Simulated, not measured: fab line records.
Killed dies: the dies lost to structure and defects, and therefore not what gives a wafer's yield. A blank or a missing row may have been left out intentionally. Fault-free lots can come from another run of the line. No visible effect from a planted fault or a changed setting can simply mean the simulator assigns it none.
Which tool did it? ; flow nandHarc ; Sampling: 12 lots, 36 wafers, 2 of 1302 route steps

== WHAT THE GAUGES SHOWED, per wafer ==
NHARC_A_CHANNEL_FILL_D2_INSPECT_13.
lot;measured;on;rawDefectCount
L075;day 15 21:11;defectInspect-01;324 295 296
L077;day 16 12:08;defectInspect-02;247 313 179
L079;day 17 13:17;defectInspect-02;414 326 415
L082;day 18 17:09;defectInspect-01;387 364 224
L083;day 19 02:31;defectInspect-02;256 506 511
L085;day 19 18:27;defectInspect-01;417 274 326
L088;day 21 14:31;defectInspect-02;339 204 335
L089;day 21 20:35;defectInspect-01;277 354 451
L090;day 22 04:16;defectInspect-01;294 334 249
L093;day 23 08:13;defectInspect-02;249 387 230
L095;day 23 23:57;defectInspect-01;313 390 424
L097;day 25 06:11;defectInspect-02;399 459 355

== EACH LOT AND THE TOOL THAT RAN IT (in order: tool; ch and the chambers of the sampled wafers; start) ==
lot;NHARC_A_CHANNEL_FILL_D2_ALD_25
L075;aldHk-01 ch 0,2,3, day 15 09:13
L077;aldHk-01 ch 0,2,3, day 16 00:15
L079;aldHk-02 ch 2,3, day 17 01:24
L082;aldHk-03 ch 0,2, day 18 05:46
L083;aldHk-01 ch 0,2,3, day 18 14:33
L085;aldHk-03 ch 1,2,3, day 19 06:35
L088;aldHk-02 ch 0,2,3, day 21 02:32
L089;aldHk-02 ch 1,3, day 21 08:24
L090;aldHk-03 ch 0,1, day 21 16:26
L093;aldHk-03 ch 0,1,3, day 22 20:14
L095;aldHk-02 ch 0,1,3, day 23 13:17
L097;aldHk-02 ch 1,2, day 24 18:07
- NHARC_A_CHANNEL_FILL_D2_ALD_25: deposits SiOx, target thk 60 nm, pulse time 10 s, ald cycles 600.

== THE ANSWER, worked out from the rows above alone ==
Rule: usual is defined by the lots themselves. Put in order of their means at a reading, lots are off if they are a third of the lots or fewer, leave a main group of 4 or more, and stand apart from it by a gap of 3 or more times the standard deviation of the main group's means; of several such gaps the widest counts. A main group whose means are all the same, to the digits that the tables above print for the reading, isn't used. A lot without any number at a reading at which 4 lots or more have one is off too. Where the step has rows for the other lots, those lots are counted as sound.
Across all readings shown, no lot is off: no conclusion can be drawn from this.

== WHAT THE SIMULATOR PUT IN ==
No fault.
